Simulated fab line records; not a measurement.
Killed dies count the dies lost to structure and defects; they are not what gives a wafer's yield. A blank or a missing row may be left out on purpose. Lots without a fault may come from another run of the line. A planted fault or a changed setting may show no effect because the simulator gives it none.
Matching of chambers + flow n5-finfet + N5_GATE_CUT_HM_DEP_46 on pecvd-03: 3 sister chambers
The step deposits SiO2 from TEOS/O2, target thk 130 nm, time 26.6 s. 6 wafers are shown with their chamber, then 8 later ones without.

== WAFERS PAIRED WITH THEIR CHAMBERS ==
| wafer  | chamber | throttle-valve-pct (%) | showerhead-plenum-p-Torr (Torr) |
|--------|---------|------------------------|---------------------------------|
| L083.1 | 0       | 19.6                   | 8.32                            |
| L084.1 | 2       | 18.2                   | 8.41                            |
| L084.3 | 0       | 19.3                   | 8.30                            |
| L089.5 | 1       | 18.6                   | 8.38                            |
| L089.6 | 2       | 18.3                   | 8.40                            |
| L090.2 | 1       | 18.5                   | 8.37                            |

== WAFERS WITH NO CHAMBER GIVEN ==
| wafer  | throttle-valve-pct (%) | showerhead-plenum-p-Torr (Torr) |
|--------|------------------------|---------------------------------|
| L090.5 | 19.8                   | 8.30                            |
| L090.6 | 18.8                   | 8.35                            |
| L091.2 | 18.6                   | 8.35                            |
| L091.5 | 19.3                   | 8.31                            |
| L091.6 | 18.6                   | 8.37                            |
| L092.1 | 18.6                   | 8.35                            |
| L092.4 | 19.4                   | 8.31                            |
| L092.6 | 18.4                   | 8.36                            |

== CHAMBER TAKEN BY EACH ==
| wafer  | from the rows above | in truth |
|--------|---------------------|----------|
| L090.5 | 0                   | 0        |
| L090.6 | 1                   | 1        |
| L091.2 | 1                   | 1        |
| L091.5 | 0                   | 0        |
| L091.6 | 1                   | 1        |
| L092.1 | 1                   | 1        |
| L092.4 | 0                   | 0        |
| L092.6 | 1                   | 1        |
8 of 8 placed correctly. Number that these rows cannot place: 0. Placed wrongly: 0.
How it was worked out, from the rows above alone: a wafer's distance from a chamber is the root of the sum, over the readings, of the square of ((its reading less the chamber's mean) divided by the reading's scatter). If the next closest chamber is less than 2 further off than the closest, the wafer can't be placed; otherwise it belongs to the closest. Each chamber's mean is taken over the wafers shown for it. The scatter: the root of (the sum of the squares of (reading less its chamber's mean) over the shown wafers, divided by (wafers less chambers)).
